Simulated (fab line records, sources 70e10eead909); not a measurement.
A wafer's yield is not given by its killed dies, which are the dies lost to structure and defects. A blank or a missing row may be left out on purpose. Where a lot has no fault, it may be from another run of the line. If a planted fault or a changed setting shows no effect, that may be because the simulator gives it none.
Which tool is to blame? | flow nand-harc | 36 wafers from 12 lots sampled at 4 of the route's 1302 steps

## WHAT THE GAUGES SHOWED, per wafer
NHARC_A_CHANNEL_HOLE_D2_CD_MEAS_31.
lot  | measured     | on        | cd-nm (nm)
L074 | day 13 09:08 | cd-sem-01 | 90.7 92.1 88.0
L077 | day 14 09:17 | cd-sem-03 | 89.5 92.5 91.9
L079 | day 15 15:34 | cd-sem-02 | 90.0 90.2 90.0
L081 | day 16 11:47 | cd-sem-02 | 88.8 90.4 88.8
L083 | day 17 20:59 | cd-sem-02 | 89.9 90.1 90.2
L085 | day 18 05:11 | cd-sem-01 | 90.1 89.7 89.8
L087 | day 19 14:23 | cd-sem-01 | 88.8 90.7 89.9
L088 | day 19 20:02 | cd-sem-02 | 94.0 90.6 91.9
L090 | day 20 13:57 | cd-sem-02 | 90.5 88.8 89.3
L092 | day 21 02:15 | cd-sem-02 | 90.2 89.7 91.1
L095 | day 22 05:55 | cd-sem-01 | 89.1 88.9 88.0
L096 | day 22 17:53 | cd-sem-01 | 89.6 88.2 90.8

## EACH LOT AND THE TOOL THAT RAN IT (in order: tool; ch and the chambers of the sampled wafers; start)
lot  | NHARC_A_CHANNEL_FILL_D1_ETCHBACK_20 | NHARC_A_DECK1_JOINT_ETCHBACK_00  | NHARC_A_CHANNEL_HOLE_D2_ETCH_44
L074 | rie-diel-04 ch 0,2, day 10 03:00    | rie-si-04 ch 1,2, day 11 13:29   | rie-diel-10 ch 0,2,3, day 13 08:20
L077 | rie-diel-01 ch 0,2,3, day 10 23:17  | rie-si-05 ch 1,3, day 12 09:49   | rie-diel-10 ch 0,1,2, day 14 08:28
L079 | rie-diel-01 ch 1,2,3, day 11 19:04  | rie-si-05 ch 0,1,2, day 13 05:28 | rie-diel-10 ch 0,2,3, day 15 14:44
L081 | rie-diel-01 ch 1,2,3, day 12 23:32  | rie-si-04 ch 0,1,2, day 14 09:58 | rie-diel-10 ch 1,3, day 16 11:00
L083 | rie-diel-01 ch 0,1,3, day 14 00:50  | rie-si-05 ch 0,1,2, day 15 16:42 | rie-diel-07 ch 0,2,3, day 17 20:11
L085 | rie-diel-04 ch 1,2,3, day 14 19:15  | rie-si-06 ch 1,2,3, day 16 05:49 | rie-diel-10 ch 0,1,2, day 18 04:23
L087 | rie-diel-03 ch 0,1,3, day 15 23:30  | rie-si-04 ch 2,3, day 17 10:15   | rie-diel-05 ch 2,3, day 19 13:35
L088 | rie-diel-04 ch 1,2,3, day 16 06:55  | rie-si-06 ch 0,1, day 17 17:05   | rie-diel-07 ch 0,1, day 19 19:14
L090 | rie-diel-03 ch 0,1, day 17 03:19    | rie-si-05 ch 0,3, day 18 13:59   | rie-diel-10 ch 2,3, day 20 13:10
L092 | rie-diel-03 ch 1,2,3, day 17 08:41  | rie-si-04 ch 0,1,2, day 18 19:51 | rie-diel-10 ch 0,2,3, day 21 01:20
L095 | rie-diel-01 ch 1,3, day 18 17:11    | rie-si-04 ch 2,3, day 20 04:07   | rie-diel-10 ch 0,1,2, day 22 05:08
L096 | rie-diel-01 ch 1,2,3, day 19 01:50  | rie-si-04 ch 0,2, day 20 12:20   | rie-diel-05 ch 1,2,3, day 22 17:05
- NHARC_A_CHANNEL_FILL_D1_ETCHBACK_20: etches the open film in C4F8/O2/Ar, target depth 27 nm, time 13.5 s.
- NHARC_A_DECK1_JOINT_ETCHBACK_00: etches the open film in HBr, target depth 30 nm, time 17.4 s.
- NHARC_A_CHANNEL_HOLE_D2_ETCH_44: etches the open film in CF4/O2, target depth 140 nm, overetch 14 nm, time 77 s.

## THE ANSWER, worked out from the rows above alone
Rule: usual is defined by the lots themselves. Put in order of their means at a reading, lots are off if they are a third of the lots or fewer, leave a main group of 4 or more, and stand apart from it by a gap of 3 or more times the standard deviation of the main group's means; of several such gaps the widest counts. A main group is skipped when, at the precision printed for the reading in the tables above, its means are all equal. A lot without any number at a reading at which 4 lots or more have one is off too. Where the step has rows for the other lots, those lots are counted as sound.
No lot is off at any reading shown: from this, nothing can be told.

## WHAT WAS PUT IN BY THE SIMULATOR
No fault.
